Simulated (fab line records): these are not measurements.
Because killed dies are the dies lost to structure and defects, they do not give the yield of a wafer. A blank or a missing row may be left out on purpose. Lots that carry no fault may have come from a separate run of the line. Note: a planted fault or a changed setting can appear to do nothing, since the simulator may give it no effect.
What tool caused it?	flow n5_finfet	Sampling: 12 lots, 36 wafers, 2 of 1938 route steps

== WHAT THE GAUGES SHOWED, per wafer ==
N5_BEOL_M11_INSPECT_58: inspects for defects (darkfield).
lot	measured	on	raw_defect_count
L077	day 11 22:37	defect_inspect-02	101 130 105
L079	day 12 16:05	defect_inspect-02	71 50 95
L080	day 12 19:44	defect_inspect-02	79 90 66
L074	day 12 21:47	defect_inspect-01	84 81 91
L084	day 13 14:25	defect_inspect-01	44 33 56
L085	day 13 17:05	defect_inspect-02	113 111 136
L087	day 15 05:07	defect_inspect-02	51 63 83
L089	day 15 12:16	defect_inspect-01	72 95 62
L090	day 15 23:14	defect_inspect-02	88 62 75
L093	day 16 17:25	defect_inspect-01	40 62 53
L095	day 17 03:01	defect_inspect-02	92 118 148
L097	day 17 10:18	defect_inspect-01	65 57 63

== WHICH TOOL RAN EACH LOT (tool, then ch and the chambers of the sampled wafers, then the start) ==
lot	N5_BEOL_M11_DEP_56
L077	pecvd-02 ch 0,1, day 11 22:32
L079	pecvd-04 ch 0,2, day 12 16:00
L080	pecvd-02 ch 0,1, day 12 19:38
L074	pecvd-04 ch 1,2, day 12 21:41
L084	pecvd-02 ch 1,2, day 13 14:20
L085	pecvd-04 ch 1,2, day 13 17:00
L087	pecvd-02 ch 0,2, day 15 05:01
L089	pecvd-02 ch 1,2, day 15 12:11
L090	pecvd-03 ch 0,2, day 15 23:09
L093	pecvd-04 ch 0,2, day 16 17:20
L095	pecvd-03 ch 0,1,2, day 17 02:55
L097	pecvd-03 ch 0,1,2, day 17 10:13
- N5_BEOL_M11_DEP_56: deposits SiCN from 3MS/NH3, target thk 30 nm, time 10.5 s.

== THE ANSWER, worked out from the rows above alone ==
Rule: the usual values come from the lots themselves. The widest of any qualifying gaps counts: lots, ordered by their means at a reading, are off when they make up no more than a third of the lots, leave a main group of 4 or more, and stand apart from it by 3 or more times the standard deviation of that group's means. Not used: any main group whose means are identical at the precision the tables above print for the reading. Also off: a lot with no number at a reading for which 4 or more lots have one. The other lots that the step has rows for count as sound.
No lot is off at any reading shown: from this, nothing can be told.

== WHAT THE SIMULATOR HAD PUT IN ==
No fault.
